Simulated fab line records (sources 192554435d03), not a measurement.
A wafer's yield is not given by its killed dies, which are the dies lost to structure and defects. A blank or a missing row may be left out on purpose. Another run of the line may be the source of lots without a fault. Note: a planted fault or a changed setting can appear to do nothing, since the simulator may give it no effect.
Matching of chambers ; flow n5 finfet ; rie diel-02 running N5_BEOL_M3_STRIP_19: 4 sister chambers
The step strips in O2. 4 wafers are shown with their chamber, then 7 later ones without.

WAFERS PAIRED WITH THEIR CHAMBERS
wafer;chamber;drypump motor current A (A)
L079.3;2;5.8
L080.2;1;6.3
L083.4;3;4.9
L083.5;0;5.7

WAFERS WITHOUT THEIR CHAMBER
wafer;drypump motor current A (A)
L083.6;5.9
L090.1;5.7
L090.3;6.4
L090.5;5.7
L093.2;5.7
L093.3;6.4
L093.5;6.3

THE CHAMBER EACH PASSED THROUGH
wafer;from the rows above;in truth
L083.6;can't be placed: 2 or 0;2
L090.1;can't be placed: 0 or 2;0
L090.3;1;1
L090.5;can't be placed: 0 or 2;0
L093.2;can't be placed: 0 or 2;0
L093.3;1;1
L093.5;1;1
Correctly placed: 3 of 7. Unplaceable from these rows: 4, with the true chamber sitting among the candidates in 4. Number placed wrongly: 0.
How it was worked out, from the rows above alone: a wafer's distance from a chamber is the root of the sum, over the readings, of the square of ((its reading less the chamber's mean) divided by the reading's scatter). The wafer belongs to the nearest chamber; if the next one is less than 2 further off, it can't be placed. Each chamber's mean is taken over the wafers shown for it. The scatter: root of mean squared gap, hidden wafer to nearest shown wafer, with one shown wafer a chamber.
